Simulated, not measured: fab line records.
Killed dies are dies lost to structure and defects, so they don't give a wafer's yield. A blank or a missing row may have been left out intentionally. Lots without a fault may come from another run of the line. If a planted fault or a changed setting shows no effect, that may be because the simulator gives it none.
Lot-split experiment / flow n5_finfet / 21 wafers read from 7 lots, route of 1938 steps

## THE SPLIT
At N5_BEOL_M13_COAT_04 (resist thk 400 nm), the setting spin_rpm was moved away from the recipe's 1625 rpm on 8 of the 21 wafers read, by -8.4% to +9.1%. The other wafers ran this setting at the recipe's value.

## FROM THE SPLIT TO THE READING: what the file shows between them, 4 steps
- N5_BEOL_M13_EBR_06
- N5_BEOL_M13_SOFTBAKE_05: time 60 s
- N5_BEOL_M13_DESCUM_15: chemistry O2, time 7.9 s
- N5_BEOL_M13_ETCH_59: etches BARC in N2/H2, target depth 89 nm, overetch 26.7 nm, time 67.9 s

## THE READING
coat_of_BEOL_M13_COAT_04.thk_nm (the simulator's own value, which no gauge read), in nm, at N5_BEOL_M13_VIA_ETCH_16 (etches SiOC in C4F8/O2/Ar, target depth 921.7 nm). There is no usual value for it anywhere in the file. Across the 13 wafers here that went through the recipe, the average is 73.2 nm and the standard deviation 2.6 nm.

wafer=L075.1; tool, chamber at the split=litho_track-01, 0; spin_rpm as run, rpm=1625; against the recipe=recipe; coat_of_BEOL_M13_COAT_04.thk_nm, nm=70.4; against lot-mates on the recipe=-
wafer=L075.2; tool, chamber at the split=litho_track-01, 0; spin_rpm as run, rpm=1625; against the recipe=recipe; coat_of_BEOL_M13_COAT_04.thk_nm, nm=76.8; against lot-mates on the recipe=-
wafer=L075.4; tool, chamber at the split=litho_track-01, 0; spin_rpm as run, rpm=1625; against the recipe=recipe; coat_of_BEOL_M13_COAT_04.thk_nm, nm=70.8; against lot-mates on the recipe=-
wafer=L078.2; tool, chamber at the split=litho_track-04, 0; spin_rpm as run, rpm=1556; against the recipe=-4.2%; coat_of_BEOL_M13_COAT_04.thk_nm, nm=81.6; against lot-mates on the recipe=+11.8
wafer=L078.5; tool, chamber at the split=litho_track-04, 0; spin_rpm as run, rpm=1556; against the recipe=-4.2%; coat_of_BEOL_M13_COAT_04.thk_nm, nm=76.4; against lot-mates on the recipe=+6.6
wafer=L078.6; tool, chamber at the split=litho_track-04, 0; spin_rpm as run, rpm=1625; against the recipe=recipe; coat_of_BEOL_M13_COAT_04.thk_nm, nm=69.8; against lot-mates on the recipe=-
wafer=L080.2; tool, chamber at the split=litho_track-01, 0; spin_rpm as run, rpm=1625; against the recipe=recipe; coat_of_BEOL_M13_COAT_04.thk_nm, nm=72.6; against lot-mates on the recipe=-
wafer=L080.3; tool, chamber at the split=litho_track-01, 0; spin_rpm as run, rpm=1489; against the recipe=-8.4%; coat_of_BEOL_M13_COAT_04.thk_nm, nm=88; against lot-mates on the recipe=+16.1
wafer=L080.5; tool, chamber at the split=litho_track-01, 0; spin_rpm as run, rpm=1625; against the recipe=recipe; coat_of_BEOL_M13_COAT_04.thk_nm, nm=71.2; against lot-mates on the recipe=-
wafer=L082.3; tool, chamber at the split=litho_track-03, 0; spin_rpm as run, rpm=1625; against the recipe=recipe; coat_of_BEOL_M13_COAT_04.thk_nm, nm=74; against lot-mates on the recipe=-
wafer=L082.4; tool, chamber at the split=litho_track-03, 0; spin_rpm as run, rpm=1625; against the recipe=recipe; coat_of_BEOL_M13_COAT_04.thk_nm, nm=72; against lot-mates on the recipe=-
wafer=L082.5; tool, chamber at the split=litho_track-03, 0; spin_rpm as run, rpm=1625; against the recipe=recipe; coat_of_BEOL_M13_COAT_04.thk_nm, nm=70.4; against lot-mates on the recipe=-
wafer=L079.1; tool, chamber at the split=litho_track-01, 0; spin_rpm as run, rpm=1625; against the recipe=recipe; coat_of_BEOL_M13_COAT_04.thk_nm, nm=77.6; against lot-mates on the recipe=-
wafer=L079.3; tool, chamber at the split=litho_track-01, 0; spin_rpm as run, rpm=1625; against the recipe=recipe; coat_of_BEOL_M13_COAT_04.thk_nm, nm=74.8; against lot-mates on the recipe=-
wafer=L079.4; tool, chamber at the split=litho_track-01, 0; spin_rpm as run, rpm=1773; against the recipe=+9.1%; coat_of_BEOL_M13_COAT_04.thk_nm, nm=51.6; against lot-mates on the recipe=-24.6
wafer=L088.1; tool, chamber at the split=litho_track-03, 0; spin_rpm as run, rpm=1559; against the recipe=-4.1%; coat_of_BEOL_M13_COAT_04.thk_nm, nm=84.4; against lot-mates on the recipe=+8.8
wafer=L088.5; tool, chamber at the split=litho_track-03, 0; spin_rpm as run, rpm=1625; against the recipe=recipe; coat_of_BEOL_M13_COAT_04.thk_nm, nm=75.6; against lot-mates on the recipe=-
wafer=L088.6; tool, chamber at the split=litho_track-03, 0; spin_rpm as run, rpm=1559; against the recipe=-4.1%; coat_of_BEOL_M13_COAT_04.thk_nm, nm=81.4; against lot-mates on the recipe=+5.8
wafer=L089.1; tool, chamber at the split=litho_track-01, 0; spin_rpm as run, rpm=1510; against the recipe=-7.1%; coat_of_BEOL_M13_COAT_04.thk_nm, nm=93; against lot-mates on the recipe=+17.6
wafer=L089.4; tool, chamber at the split=litho_track-01, 0; spin_rpm as run, rpm=1625; against the recipe=recipe; coat_of_BEOL_M13_COAT_04.thk_nm, nm=75.4; against lot-mates on the recipe=-
wafer=L089.6; tool, chamber at the split=litho_track-01, 0; spin_rpm as run, rpm=1510; against the recipe=-7.1%; coat_of_BEOL_M13_COAT_04.thk_nm, nm=89.6; against lot-mates on the recipe=+14.2

THE FIT
A straight line over all 21 wafers: coat_of_BEOL_M13_COAT_04.thk_nm changes by -2.22 nm for each +1% of spin_rpm; r = -0.95; the points scatter about the line by 2.9 nm.
The same after taking each lot's own level away (the mean of its wafers on the recipe; 21 wafers): -2.29 nm for each +1%; r = -0.97; scatter 2.1 nm.
According to that fit, moving spin_rpm by its largest amount changes the reading by 21 nm.
From 69.80 to 76.20 nm: that is the span of the lots' own levels, equal to 2.5 times the standard deviation above.
Consequently the slope shifts little with the lot-to-lot level, the two slopes agreeing.
Check: -19 nm against its lot-mates is what the line predicts for one of the wafers moved furthest among these (+9.1%) when that wafer is left out of the fit. It came out at -24.6 nm against them.

## FURTHER SPLITS ON THESE WAFERS
Note: prior to the reading, these wafers also went through further splits. Each is held against what the fit with the lots' levels taken away leaves over:
other split on the same wafers=N5_BEOL_M11_PECVD_70 temp_c; wafers away from the commonest value=9; r with coat_of_BEOL_M13_COAT_04.thk_nm (lot level and that fit taken away)=-0.17
other split on the same wafers=N5_BEOL_M12_ETCH_59 bias_w; wafers away from the commonest value=6; r with coat_of_BEOL_M13_COAT_04.thk_nm (lot level and that fit taken away)=-0.11
other split on the same wafers=N5_BEOL_M13_COAT_58 spin_rpm; wafers away from the commonest value=6; r with coat_of_BEOL_M13_COAT_04.thk_nm (lot level and that fit taken away)=+0.22

## THE WHOLE CHAIN: every reading that the file lists as answering this split, in the file's order
step=N5_BEOL_M13_COAT_04; what it does=resist thk 400 nm; reading=coat_of_BEOL_M13_COAT_04.thk_nm (the simulator's own value, which no gauge read); change (the file's fit)=-2.02 nm for each +1% of the setting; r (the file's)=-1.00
step=N5_BEOL_M13_ETCH_59; what it does=etches BARC in N2/H2, target depth 89 nm, overetch 26.7 nm, time 67.9 s; reading=coat_of_BEOL_M13_COAT_04.thk_nm (the simulator's own value, which no gauge read); change (the file's fit)=-1.95 nm for each +1% of the setting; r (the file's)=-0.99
step=N5_BEOL_M13_VIA_ETCH_16; what it does=etches SiOC in C4F8/O2/Ar, target depth 921.7 nm; reading=coat_of_BEOL_M13_COAT_04.thk_nm (the simulator's own value, which no gauge read); change (the file's fit)=-2.27 nm for each +1% of the setting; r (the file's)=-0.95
step=N5_BEOL_M13_STRIP_63; what it does=strips in N2/H2; reading=strip_time_to_endpoint_s; change (the file's fit)=withheld for each +1% of the setting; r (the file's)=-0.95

## FILE'S OWN FIT
coat_of_BEOL_M13_COAT_04.thk_nm changes by -2.27 nm for each +1% of spin_rpm, r = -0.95.
